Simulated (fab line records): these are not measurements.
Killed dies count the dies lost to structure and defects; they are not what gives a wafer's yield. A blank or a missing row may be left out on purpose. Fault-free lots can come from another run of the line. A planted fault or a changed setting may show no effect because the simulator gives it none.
fab line records || flow n5_finfet
record: {"lots": 4, "wafers": 10, "last_day": 16}
route steps=1938 shown SD_EPI_N@266 SD_EPI_P@295 BEOL_M4@1111 PASSIVATION@1936
lots with no fault: from the same line, run without faults
start_h: the number of hours between the record's first day and the start of the first shown wafer of the lot || wait_h: how many hours have passed since the lot's step before this one || " as in the row above || L1.1+2: a single row standing in for several wafers || - either no value or no given start || * or withheld: withheld || < > ~ a bound
route shown NAME@n: NAME is a module with steps in the file, n the number in the route of the first one || usual: mean and standard deviation over wafers with no fault || same: alike in all rows || chamber/n: place in a boat || sites: readings site by site || _std_site: the standard deviation of these || _edge_site: outer sites' mean less inner sites' || radius_mm: how far each site lies from the wafer's centre || mask NAME#n: copy n || behind: the most recent tool/chamber to have shaped the wafer || hold: what put the lot on hold/how long, in hours/how the hold closed || device: which transistor (n, p or np) failed to switch || end of line: tests run on the same wafers once the route is complete || a step without rows: its recipe alone || killed: count of dies lost to structure and defects at first sort (not the wafer's yield) || map: the dies of a wafer, with x for killed, . for not killed, _ for no die there
set.NAME: the setting as run; set.NAME@STEP: as run at that earlier step || model.NAME: the simulator's own value behind a step, which no gauge read
certain route steps with their lots: each step a table, each wafer a row
services: the hour from which a tool's chamber was out of use, counted from the record's first day as start_h (under 0 if before that day), plus the number of hours and why
== steps ==
step: N5_SD_EPI_N_SOFTBAKE_04
recipe: {"temp_c": 110, "time_s": 60, "resist": "CAR-ArF-block"}
step: N5_SD_EPI_N_EXPOSE_06
recipe: {"mask_id": "SD_N_BLK", "na": 1.35, "source_shape": "conventional", "sigma_outer": 0.8, "polarization": "unpolarized", "target_cd_nm": 120, "dose_mj": 39.75}
step: N5_SD_EPI_N_PEB_07
recipe: {"peb_temp_c": 110, "peb_time_s": 60, "resist": "CAR-ArF-block"}
step: N5_SD_EPI_N_DEVELOP_08
recipe: {"develop_time_s": 30, "developer": "TMAH", "resist": "CAR-ArF-block", "dev_temp_c": 23, "rinse_liquid": "diw", "dry": "air_spin"}
step: N5_SD_EPI_N_DESCUM_14
recipe: {"chemistry": "O2", "time_s": 7.9, "source_power_w": 50, "bias_power_w": 20, "pressure_mtorr": 20, "rf_frequency_hz": 2.712e+07, "temp_c": 40, "resist": "CAR-ArF-block", "o2_flow_sccm": 225}
step: N5_SD_EPI_N_ETCH_34
recipe: {"chemistry": "CF4", "target": "SiARC", "target_depth_a": 455, "mask_material": "CAR-ArF-block", "time_s": 75.8, "ion_energy_ev": 80, "pressure_mtorr": 40, "source_w": 545, "bias_w": 36, "Ar_flow_sccm": 100, "cf4_flow_sccm": 100, "ends": "cleared"}
step: N5_SD_EPI_N_ETCH_35
recipe: {"chemistry": "N2/H2", "target": "SOC", "overetch_a": 1080, "mask_material": "SiARC", "temp_c": 40, "ion_energy_ev": 100, "source_w": 3000, "bias_w": 133, "pressure_mtorr": 20, "time_s": 486, "n2_flow_sccm": 200, "h2_flow_sccm": 200}
step: N5_SD_EPI_N_STRIP_36
recipe: {"chemistry": "N2/H2", "temp_c": 40, "n2_flow_sccm": 200, "h2_flow_sccm": 200, "rf_frequency_hz": 6e+07}
step: N5_SD_EPI_N_ETCHBACK_44
recipe: {"chemistry": "CH3F/O2", "mode": "anisotropic_etchback", "target": "SiNx", "target_depth_a": 145, "stop_on": "SiO2", "over_etch_frac": 0.3, "ion_energy_ev": 120, "pressure_mtorr": 30, "source_w": 395, "bias_w": 73, "Ar_flow_sccm": 150, "CH3F_flow_sccm": 30, "O2_flow_sccm": 20}
step: N5_SD_EPI_N_ETCH_45
recipe: {"chemistry": "CH3F/O2", "target": "SiOCN", "target_depth_a": 60, "mask_material": "SOC", "ion_energy_ev": 60, "bias_w": 29, "pressure_mtorr": 15, "source_w": 410, "Ar_flow_sccm": 150, "CH3F_flow_sccm": 30, "O2_flow_sccm": 20}
usual: {"drypump_motor_current_A": "5.6/0.51", "oes_product_au": "0.80/0.091", "rf_vpp_V": "127.5/1", "showerhead_plenum_p_Torr": "2.00/0.06", "throttle_valve_pct": "23.1/0.34"}
{"lot.wafer": "L703.1", "tool": "rie_diel-02", "chamber": 2, "start_h": 78.90, "wait_h": 0.1, "drypump_motor_current_A": 5.3, "oes_product_au": 0.96, "rf_hours_counter_h": 7, "rf_vpp_V": 128.8, "showerhead_plenum_p_Torr": 2.11, "throttle_valve_pct": 22.6, "model.etch.depth_nm": 6.071}
{"lot.wafer": "L703.2", "tool": "rie_diel-02", "chamber": 0, "start_h": 78.90, "wait_h": 0.1, "drypump_motor_current_A": 5.7, "oes_product_au": 0.89, "rf_hours_counter_h": 35, "rf_vpp_V": 127.3, "showerhead_plenum_p_Torr": 1.95, "throttle_valve_pct": 23.0, "model.etch.depth_nm": 6.2}
{"lot.wafer": "L703.4", "tool": "rie_diel-02", "chamber": 3, "start_h": 78.90, "wait_h": 0.1, "drypump_motor_current_A": 5.8, "oes_product_au": 0.85, "rf_hours_counter_h": 76, "rf_vpp_V": 128.1, "showerhead_plenum_p_Torr": 2.02, "throttle_valve_pct": 23.0, "model.etch.depth_nm": 6.14}
{"lot.wafer": "L706.1", "tool": "rie_diel-02", "chamber": 3, "start_h": 96.70, "wait_h": 0.1, "drypump_motor_current_A": 5.8, "oes_product_au": 0.84, "rf_hours_counter_h": 81, "rf_vpp_V": 128.3, "showerhead_plenum_p_Torr": 2.02, "throttle_valve_pct": 23.0, "model.etch.depth_nm": 1.67}
{"lot.wafer": "L706.5", "tool": "rie_diel-02", "chamber": 0, "start_h": 96.70, "wait_h": 0.1, "drypump_motor_current_A": 5.7, "oes_product_au": 0.89, "rf_hours_counter_h": "-", "rf_vpp_V": 127.2, "showerhead_plenum_p_Torr": 1.95, "throttle_valve_pct": 23.0, "model.etch.depth_nm": 6.252}
{"lot.wafer": "L710.3", "tool": "rie_diel-02", "chamber": 0, "start_h": 131.31, "wait_h": 0.1, "drypump_motor_current_A": 5.7, "oes_product_au": 0.87, "rf_hours_counter_h": 52, "rf_vpp_V": 127.9, "showerhead_plenum_p_Torr": 1.95, "throttle_valve_pct": 23.0, "model.etch.depth_nm": 1.674}
{"lot.wafer": "L710.6", "tool": "rie_diel-02", "chamber": 3, "start_h": 131.31, "wait_h": 0.1, "drypump_motor_current_A": 5.8, "oes_product_au": 0.81, "rf_hours_counter_h": "-", "rf_vpp_V": 127.7, "showerhead_plenum_p_Torr": 2.01, "throttle_valve_pct": 23.0, "model.etch.depth_nm": 6.03}
{"lot.wafer": "L715.1", "tool": "rie_diel-05", "chamber": 0, "start_h": 156.81, "wait_h": 0.1, "drypump_motor_current_A": 5.3, "oes_product_au": 0.80, "rf_hours_counter_h": 93, "rf_vpp_V": 127.3, "showerhead_plenum_p_Torr": 1.95, "throttle_valve_pct": 23.2, "model.etch.depth_nm": 5.811}
{"lot.wafer": "L715.3", "tool": "rie_diel-05", "chamber": 1, "start_h": 156.81, "wait_h": 0.1, "drypump_motor_current_A": 4.9, "oes_product_au": 0.96, "rf_hours_counter_h": 5, "rf_vpp_V": 126.7, "showerhead_plenum_p_Torr": 1.95, "throttle_valve_pct": 22.5, "model.etch.depth_nm": 5.968}
{"lot.wafer": "L715.4", "tool": "rie_diel-05", "chamber": 3, "start_h": 156.81, "wait_h": 0.1, "drypump_motor_current_A": 5.4, "oes_product_au": 0.68, "rf_hours_counter_h": 234, "rf_vpp_V": 127.9, "showerhead_plenum_p_Torr": 1.98, "throttle_valve_pct": 23.4, "model.etch.depth_nm": 5.76}
step: N5_SD_EPI_N_ETCH_16
recipe: {"chemistry": "CHF3/O2", "target": "SiO2", "target_depth_a": 50, "mask_material": "SOC", "pressure_mtorr": 30, "source_w": 650, "bias_w": 170, "Ar_flow_sccm": 200, "CHF3_flow_sccm": 50, "O2_flow_sccm": 5, "ion_energy_ev": 200}
step: N5_SD_EPI_N_STRIP_47
recipe: {"chemistry": "CHF3/O2", "resist": "SiARC", "rf_frequency_hz": 6e+07}
step: N5_SD_EPI_N_SD_RECESS_17
recipe: {"chemistry": "HBr/Cl2/O2", "target_depth_a": 410, "mask_material": "SOC", "time_s": 23.7, "bt_time_s": 3, "pressure_mtorr": 10, "icp_w": 800, "bias_w": 112, "HBr_flow_sccm": 150, "Cl2_flow_sccm": 80, "O2_flow_sccm": 12}
step: N5_SD_EPI_N_STRIP_38
recipe: {"chemistry": "N2/H2", "power_w": 1000, "temp_c": 250, "h2_frac": 0.65, "overash_fraction": 0.3, "pressure_mtorr": "withheld", "n2_flow_sccm": 1750, "h2_flow_sccm": 3250}
step: N5_SD_EPI_N_WET_ETCH_43
recipe: {"chemistry": "dHF", "dilution": "withheld", "time_s": 14, "target": "SiO2", "target_depth_a": 15, "temp_c": 25}
step: N5_SD_EPI_N_STRIP_18
recipe: {"chemistry": "SPM", "time_s": 750, "temp_c": 130, "h2so4_h2o2_vol_ratio": 4}
step: N5_SD_EPI_N_SRD_20
recipe: {"dry": "ipa_marangoni", "do_ppb": 5, "time_s": 30, "temp_c": 23, "rinse_liquid": "diw"}
step: N5_SD_EPI_N_PRECLEAN_48
recipe: {"chemistry": "NF3:NH3", "afs_cycles": 2, "temp_c": 30, "time_s": 20, "sublimation_temp_c": 180, "sublimation_time_s": 60, "pressure_torr": 3, "rf_power_w": 30}
step: N5_SD_EPI_N_VAPOR_ETCH_50
recipe: {"chemistry": "HCl", "target": "Si", "temp_c": 775, "time_s": 54, "pressure_torr": 20, "mode": "isotropic"}
step: N5_SD_EPI_N_EPI_21
recipe: {"material": "Si:P", "dopant": "P", "temp_c": 680, "pressure_torr": 255, "time_s": 690}
step: N5_SD_EPI_N_PRECLEAN_24
recipe: {"chemistry": "O3/DIW", "time_s": 60, "temp_c": 22, "o3_ppm": 10}
step: N5_SD_EPI_N_SRD_25
recipe: {"time_s": 30, "temp_c": 23, "rinse_liquid": "diw", "dry": "ipa_marangoni"}
step: N5_SD_EPI_N_PRECLEAN_49
recipe: {"chemistry": "NF3:NH3", "afs_cycles": 1, "temp_c": 30, "time_s": 20, "sublimation_temp_c": 180, "sublimation_time_s": 60, "pressure_torr": 3, "rf_power_w": 30}
step: N5_SD_EPI_N_LINER_46
recipe: {"material": "SiNx", "target_thk_a": 30, "temp_c": 400, "ald_precursor_family": "SiH2I2", "ald_co_reactant": "N2/H2-plasma", "pressure_torr": 2}
step: N5_SD_EPI_P_COAT_34
recipe: {"resist": "SOC", "temp_c": 250, "time_s": 60, "spin_rpm": 1500, "resist_thk_nm": 350}
step: N5_SD_EPI_P_COAT_35
recipe: {"resist": "SiARC", "temp_c": 220, "time_s": 60, "spin_rpm": 1500, "resist_thk_nm": 35}
step: N5_SD_EPI_P_COAT_03
recipe: {"resist": "CAR-ArF-block", "spin_rpm": 1500, "resist_thk_nm": 150}
step: N5_SD_EPI_P_EBR_05
recipe: {"solvent": "PGMEA", "ebr_width_mm": 1.5}
step: N5_SD_EPI_P_SOFTBAKE_04
recipe: {"temp_c": 110, "time_s": 60, "resist": "CAR-ArF-block"}
step: N5_SD_EPI_P_EXPOSE_06
recipe: {"mask_id": "SD_P_BLK", "na": 1.35, "source_shape": "conventional", "sigma_outer": 0.8, "polarization": "unpolarized", "target_cd_nm": 240, "dose_mj": 39.5}
step: N5_SD_EPI_P_PEB_07
recipe: {"peb_temp_c": 110, "peb_time_s": 60, "resist": "CAR-ArF-block"}
step: N5_SD_EPI_P_DEVELOP_08
recipe: {"develop_time_s": 30, "developer": "TMAH", "resist": "CAR-ArF-block", "dev_temp_c": 23, "rinse_liquid": "diw", "dry": "air_spin"}
step: N5_SD_EPI_P_DESCUM_14
recipe: {"chemistry": "O2", "time_s": 7.9, "source_power_w": 50, "bias_power_w": 20, "pressure_mtorr": 20, "rf_frequency_hz": 2.712e+07, "temp_c": 40, "resist": "CAR-ArF-block", "o2_flow_sccm": 225}
step: N5_SD_EPI_P_ETCH_36
recipe: {"chemistry": "CF4", "target": "SiARC", "target_depth_a": 455, "mask_material": "CAR-ArF-block", "time_s": 75.8, "ion_energy_ev": 80, "pressure_mtorr": 40, "source_w": 545, "bias_w": 36, "Ar_flow_sccm": 100, "cf4_flow_sccm": 100, "ends": "cleared"}
step: N5_BEOL_M4_RC_MEAS_101
usual: {"DIBL_N": "36.5/1.4", "DIBL_P": "36.6/1.9", "IOFF_N": "0.167/0.029", "IOFF_P": "0.21/0.033", "ION_N": "674/12", "ION_P": "460/8.9", "RC_DENSE_N": "19.2/0.44", "SS_N": "71.6/0.57", "SS_P": "73.4/0.61", "VT_N": "249/3.3", "VT_P": "-250/3.3"}
{"lot.wafer": "L703.1", "tool": "prober-01", "chamber": 0, "start_h": 195.80, "wait_h": 0.0, "DIBL_N[mV/V]": 33.3, "DIBL_P[mV/V]": 32.2, "IOFF_N[nA/um]": 0.110, "IOFF_P[nA/um]": 0.16, "ION_N[uA/um]": 649, "ION_P[uA/um]": 460, "RC_DENSE_N[ohm.um]": 19.2, "SS_N[mV/dec]": 69.8, "SS_P[mV/dec]": 72.3, "VT_N[mV]": 254, "VT_P[mV]": -251}
{"lot.wafer": "L703.2", "tool": "prober-01", "chamber": 0, "start_h": 195.80, "wait_h": 0.0, "DIBL_N[mV/V]": 35.8, "DIBL_P[mV/V]": 34.8, "IOFF_N[nA/um]": 0.144, "IOFF_P[nA/um]": 0.21, "ION_N[uA/um]": 661, "ION_P[uA/um]": 459, "RC_DENSE_N[ohm.um]": 19.3, "SS_N[mV/dec]": 71.8, "SS_P[mV/dec]": 73.1, "VT_N[mV]": 253, "VT_P[mV]": -249}
{"lot.wafer": "L703.4", "tool": "prober-01", "chamber": 0, "start_h": 195.80, "wait_h": 0.0, "DIBL_N[mV/V]": 37.9, "DIBL_P[mV/V]": 37.2, "IOFF_N[nA/um]": 0.194, "IOFF_P[nA/um]": 0.23, "ION_N[uA/um]": 666, "ION_P[uA/um]": 456, "RC_DENSE_N[ohm.um]": 19.9, "SS_N[mV/dec]": 71.6, "SS_P[mV/dec]": 73.8, "VT_N[mV]": 245, "VT_P[mV]": -248}
{"lot.wafer": "L706.1", "tool": "prober-02", "chamber": 0, "start_h": 210.20, "wait_h": 0.0, "DIBL_N[mV/V]": 37.0, "DIBL_P[mV/V]": 38.3, "IOFF_N[nA/um]": 0.184, "IOFF_P[nA/um]": 0.24, "ION_N[uA/um]": 677, "ION_P[uA/um]": 470, "RC_DENSE_N[ohm.um]": 20.3, "SS_N[mV/dec]": 72.5, "SS_P[mV/dec]": 73.8, "VT_N[mV]": 245, "VT_P[mV]": -248}
{"lot.wafer": "L706.5", "tool": "prober-02", "chamber": 0, "start_h": 210.20, "wait_h": 0.0, "DIBL_N[mV/V]": 35.3, "DIBL_P[mV/V]": 35.6, "IOFF_N[nA/um]": 0.145, "IOFF_P[nA/um]": 0.19, "ION_N[uA/um]": 667, "ION_P[uA/um]": 459, "RC_DENSE_N[ohm.um]": 19.0, "SS_N[mV/dec]": 71.3, "SS_P[mV/dec]": 73.5, "VT_N[mV]": 251, "VT_P[mV]": -251}
{"lot.wafer": "L710.3", "tool": "prober-02", "chamber": 0, "start_h": 242.40, "wait_h": 0.3, "DIBL_N[mV/V]": 35.4, "DIBL_P[mV/V]": 36.1, "IOFF_N[nA/um]": 0.148, "IOFF_P[nA/um]": 0.17, "ION_N[uA/um]": 658, "ION_P[uA/um]": 452, "RC_DENSE_N[ohm.um]": 20.5, "SS_N[mV/dec]": 70.7, "SS_P[mV/dec]": 72.8, "VT_N[mV]": 248, "VT_P[mV]": -253}
{"lot.wafer": "L710.6", "tool": "prober-02", "chamber": 0, "start_h": 242.40, "wait_h": 0.3, "DIBL_N[mV/V]": 37.2, "DIBL_P[mV/V]": 37.6, "IOFF_N[nA/um]": 0.186, "IOFF_P[nA/um]": 0.19, "ION_N[uA/um]": 674, "ION_P[uA/um]": 450, "RC_DENSE_N[ohm.um]": 18.9, "SS_N[mV/dec]": 71.9, "SS_P[mV/dec]": 74.1, "VT_N[mV]": 244, "VT_P[mV]": -253}
{"lot.wafer": "L715.1", "tool": "prober-02", "chamber": 0, "start_h": 269.21, "wait_h": 0.0, "DIBL_N[mV/V]": 38.8, "DIBL_P[mV/V]": 39.3, "IOFF_N[nA/um]": 0.201, "IOFF_P[nA/um]": 0.22, "ION_N[uA/um]": 677, "ION_P[uA/um]": 452, "RC_DENSE_N[ohm.um]": 20.0, "SS_N[mV/dec]": 72.3, "SS_P[mV/dec]": 73.5, "VT_N[mV]": 248, "VT_P[mV]": -252}
{"lot.wafer": "L715.3", "tool": "prober-02", "chamber": 0, "start_h": 269.21, "wait_h": 0.0, "DIBL_N[mV/V]": 38.2, "DIBL_P[mV/V]": 38.8, "IOFF_N[nA/um]": 0.181, "IOFF_P[nA/um]": 0.21, "ION_N[uA/um]": 666, "ION_P[uA/um]": 450, "RC_DENSE_N[ohm.um]": 19.7, "SS_N[mV/dec]": 71.6, "SS_P[mV/dec]": 74.3, "VT_N[mV]": 246, "VT_P[mV]": -253}
{"lot.wafer": "L715.4", "tool": "prober-02", "chamber": 0, "start_h": 269.21, "wait_h": 0.0, "DIBL_N[mV/V]": 39.2, "DIBL_P[mV/V]": 39.4, "IOFF_N[nA/um]": 0.201, "IOFF_P[nA/um]": 0.22, "ION_N[uA/um]": 674, "ION_P[uA/um]": 452, "RC_DENSE_N[ohm.um]": 19.6, "SS_N[mV/dec]": 73.1, "SS_P[mV/dec]": 74.1, "VT_N[mV]": 250, "VT_P[mV]": -253}
step: N5_PASSIVATION_PROBE_49
usual: {"defect_limited_yield": "91.2/1.6", "killed_at_M0_to_M3": "34/11", "killed_at_M4_up": "14/5.7", "killed_at_contacts": "14/6.6", "killed_at_front_end": "37/10", "killed_at_other": "4/3.2", "killed_dies": "104/19", "killed_open": "69/13", "killed_short": "33/8.7", "sort_bin_5_function": "5.1/1", "sort_bin_6_memory": "3.3/0.76", "sort_n_pass": "1076/19", "sort_yield_pct": "91.2/1.6"}
same: {"gross_dies": 1180, "killed_at_back_side": 0, "sort_bin_4_leakage[%]": 0, "sort_bin_8_speed[%]": 0}
{"lot.wafer": "L703.1", "tool": "prober-01", "chamber": "-", "start_h": 284.58, "wait_h": 0.0, "defect_limited_yield[%]": 88.2, "killed_at_M0_to_M3": 52, "killed_at_M4_up": 32, "killed_at_contacts": 13, "killed_at_front_end": 36, "killed_at_other": 6, "killed_dies": 139, "killed_open": 95, "killed_short": 43, "sort_bin_5_function[%]": 6.4, "sort_bin_6_memory[%]": 5.3, "sort_n_pass": 1041, "sort_yield_pct[%]": 88.2}
{"lot.wafer": "L703.2", "tool": "prober-01", "chamber": "-", "start_h": 284.63, "wait_h": 0.1, "defect_limited_yield[%]": 88.7, "killed_at_M0_to_M3": 67, "killed_at_M4_up": 13, "killed_at_contacts": 14, "killed_at_front_end": 33, "killed_at_other": 6, "killed_dies": 133, "killed_open": 86, "killed_short": 47, "sort_bin_5_function[%]": 6.6, "sort_bin_6_memory[%]": 4.2, "sort_n_pass": 1047, "sort_yield_pct[%]": 88.7}
{"lot.wafer": "L703.4", "tool": "prober-01", "chamber": "-", "start_h": 284.73, "wait_h": 0.2, "defect_limited_yield[%]": 89.7, "killed_at_M0_to_M3": 57, "killed_at_M4_up": 12, "killed_at_contacts": 6, "killed_at_front_end": 42, "killed_at_other": 4, "killed_dies": 121, "killed_open": 71, "killed_short": 50, "sort_bin_5_function[%]": 6.1, "sort_bin_6_memory[%]": 3.9, "sort_n_pass": 1059, "sort_yield_pct[%]": 89.7}
{"lot.wafer": "L706.1", "tool": "prober-02", "chamber": "-", "start_h": 308.69, "wait_h": 0.0, "defect_limited_yield[%]": 92.4, "killed_at_M0_to_M3": 36, "killed_at_M4_up": 16, "killed_at_contacts": 11, "killed_at_front_end": 23, "killed_at_other": 4, "killed_dies": 90, "killed_open": 55, "killed_short": 34, "sort_bin_5_function[%]": 4.1, "sort_bin_6_memory[%]": 3.2, "sort_n_pass": 1090, "sort_yield_pct[%]": 92.4}
{"lot.wafer": "L706.5", "tool": "prober-02", "chamber": "-", "start_h": 308.89, "wait_h": 0.2, "defect_limited_yield[%]": 93.6, "killed_at_M0_to_M3": 27, "killed_at_M4_up": 7, "killed_at_contacts": 17, "killed_at_front_end": 20, "killed_at_other": 4, "killed_dies": 75, "killed_open": 52, "killed_short": 20, "sort_bin_5_function[%]": 3.9, "sort_bin_6_memory[%]": 2.3, "sort_n_pass": 1105, "sort_yield_pct[%]": 93.6}
{"lot.wafer": "L710.3", "tool": "prober-02", "chamber": "-", "start_h": 343.92, "wait_h": 0.1, "defect_limited_yield[%]": 91.6, "killed_at_M0_to_M3": 18, "killed_at_M4_up": 7, "killed_at_contacts": 27, "killed_at_front_end": 47, "killed_at_other": 0, "killed_dies": 99, "killed_open": 61, "killed_short": 31, "sort_bin_5_function[%]": 4.2, "sort_bin_6_memory[%]": 3.1, "sort_n_pass": 1081, "sort_yield_pct[%]": 91.6}
{"lot.wafer": "L715.1", "tool": "prober-02", "chamber": "-", "start_h": 379.08, "wait_h": 0.0, "defect_limited_yield[%]": 91.6, "killed_at_M0_to_M3": 36, "killed_at_M4_up": 15, "killed_at_contacts": 6, "killed_at_front_end": 39, "killed_at_other": 3, "killed_dies": 99, "killed_open": 71, "killed_short": 27, "sort_bin_5_function[%]": 4.8, "sort_bin_6_memory[%]": 3.3, "sort_n_pass": 1081, "sort_yield_pct[%]": 91.6}
{"lot.wafer": "L715.3", "tool": "prober-02", "chamber": "-", "start_h": 379.18, "wait_h": 0.1, "defect_limited_yield[%]": 92.2, "killed_at_M0_to_M3": 40, "killed_at_M4_up": 14, "killed_at_contacts": 5, "killed_at_front_end": 31, "killed_at_other": 2, "killed_dies": 92, "killed_open": 71, "killed_short": 21, "sort_bin_5_function[%]": 5.0, "sort_bin_6_memory[%]": 2.5, "sort_n_pass": 1088, "sort_yield_pct[%]": 92.2}
{"lot.wafer": "L715.4", "tool": "prober-02", "chamber": "-", "start_h": 379.23, "wait_h": 0.2, "defect_limited_yield[%]": 91.7, "killed_at_M0_to_M3": 40, "killed_at_M4_up": 5, "killed_at_contacts": 16, "killed_at_front_end": 37, "killed_at_other": 0, "killed_dies": 98, "killed_open": 60, "killed_short": 35, "sort_bin_5_function[%]": 5.2, "sort_bin_6_memory[%]": 2.9, "sort_n_pass": 1082, "sort_yield_pct[%]": 91.7}
killed by level:class
L703.1 BEOL_M4:geometric_particle:open=19 BEOL_M3:geometric_particle:open=13 BEOL_M0_SAQP:geometric_particle:short=10 BEOL_M0_SAQP:geometric_particle:open=9 MOL_CONTACT_COAG:geometric_particle:open=8 GATE_CUT:geometric_particle:short=7 FIN_SAQP:geometric_particle:open=5 FIN_SAQP:geometric_particle:short=5
L703.2 BEOL_M0_SAQP:geometric_particle:open=14 BEOL_M2:geometric_particle:open=14 MOL_CONTACT_COAG:geometric_particle:open=11 BEOL_M1:geometric_particle:open=11 BEOL_M0_SAQP:geometric_particle:short=10 GATE_CUT:geometric_particle:short=7 BEOL_M2:geometric_particle:short=7 FIN_SAQP:geometric_particle:short=6
L703.4 BEOL_M0_SAQP:geometric_particle:short=18 BEOL_M0_SAQP:geometric_particle:open=17 FIN_SAQP:geometric_particle:open=11 FIN_SAQP:geometric_particle:short=7 BEOL_M1:geometric_particle:open=7 MOL_CONTACT_COAG:geometric_particle:open=6 ILD0:geometric_particle:short=5 BEOL_M0:geometric_particle:open=5
L706.1 BEOL_M0_SAQP:geometric_particle:short=12 MOL_CONTACT_COAG:geometric_particle:open=8 BEOL_M4:geometric_particle:open=8 BEOL_M0_SAQP:geometric_particle:open=6 BEOL_M1:geometric_particle:open=5 BEOL_M2:geometric_particle:open=5 STARTING-WAFER:geometric_particle:short=5 FIN_SAQP:geometric_particle:short=3
L706.5 MOL_CONTACT_COAG:geometric_particle:open=15 DUMMY_GATE:geometric_particle:open=6 BEOL_M1:geometric_particle:open=6 BEOL_M0_SAQP:geometric_particle:short=4 BEOL_M2:geometric_particle:open=4 BEOL_M3:geometric_particle:open=4 GATE_CUT:geometric_particle:open=3 BEOL_M0_SAQP:geometric_particle:open=3
L710.3 MOL_CONTACT_COAG:geometric_particle:open=20 GATE_CUT:geometric_particle:short=8 FIN_SAQP:geometric_particle:open=7 DUMMY_GATE:geometric_particle:open=7 MOL_CONTACT_COAG:geometric_particle:short=7 FIN_SAQP:geometric_particle:short=6 HKMG_FIN:area_etch=6 BEOL_M0_SAQP:geometric_particle:open=5
L715.1 BEOL_M2:geometric_particle:open=11 BEOL_M3:geometric_particle:open=9 FIN_SAQP:geometric_particle:open=8 FIN_SAQP:geometric_particle:short=8 BEOL_M1:geometric_particle:open=6 GATE_CUT:geometric_particle:short=5 BEOL_M4:geometric_particle:open=5 BEOL_M7:geometric_particle:open=5
L715.3 BEOL_M3:geometric_particle:open=13 FIN_SAQP:geometric_particle:open=9 BEOL_M1:geometric_particle:open=8 BEOL_M0_SAQP:geometric_particle:open=7 BEOL_M8:geometric_particle:open=5 DUMMY_GATE:geometric_particle:open=4 MOL_CONTACT_COAG:geometric_particle:open=4 BEOL_M0_SAQP:geometric_particle:short=4
L715.4 MOL_CONTACT_COAG:geometric_particle:open=14 BEOL_M3:geometric_particle:open=9 BEOL_M0_SAQP:geometric_particle:short=8 BEOL_M2:geometric_particle:open=7 FIN_SAQP:geometric_particle:open=6 STI_FIN_REVEAL:geometric_particle:short=5 GATE_CUT:geometric_particle:open=5 FIN_SAQP:geometric_particle:short=4
== services ==
{"tool": "rie_diel-02", "chamber": 1, "start_h": 87.10, "hours": 2.7, "kind": "repair"}
{"tool": "rie_diel-02", "chamber": 0, "start_h": 122.41, "hours": 2.5, "kind": "repair"}
{"tool": "rie_diel-05", "chamber": 1, "start_h": 129.72, "hours": "-", "kind": "clean"}
{"tool": "rie_diel-05", "chamber": 1, "start_h": 129.72, "hours": "-", "kind": "consumable_replace:focus_ring"}
{"tool": "rie_diel-05", "chamber": 1, "start_h": 129.72, "hours": 12.8, "kind": "scheduled_down"}
{"tool": "rie_diel-05", "chamber": 1, "start_h": 129.72, "hours": 12.8, "kind": "vent_cycle"}
{"tool": "rie_diel-02", "chamber": 0, "start_h": 151.41, "hours": 1.6, "kind": "repair"}
== key ==
first_sign: {"step": "N5_BEOL_M4_RC_MEAS_101", "reading": "RC_DENSE_N", "direction": "up", "sigmas": 2.6, "usual": 19.2, "struck": 20.4}
effect none on later readings
model_effect: {"step": "N5_SD_EPI_N_ETCH_45", "value": "etch.depth_nm", "without": 6.17, "struck": 1.672}
met_at N5_SD_EPI_N_ETCH_45
struck_wafers L706.1,L710.3
onset_between 78.90 96.70
fault: {"kind": "process_parameter_drift", "tool": "rie_diel-02", "chamber": "-", "onset_h": 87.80, "steps": "N5_SD_EPI_N_ETCH_45", "channel": "target_depth_a", "offset": -43.741, "shape": "step", "end_h": 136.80, "scope": "struck_wafers_only", "acts_in": "these_recipes_only", "stated": 60}
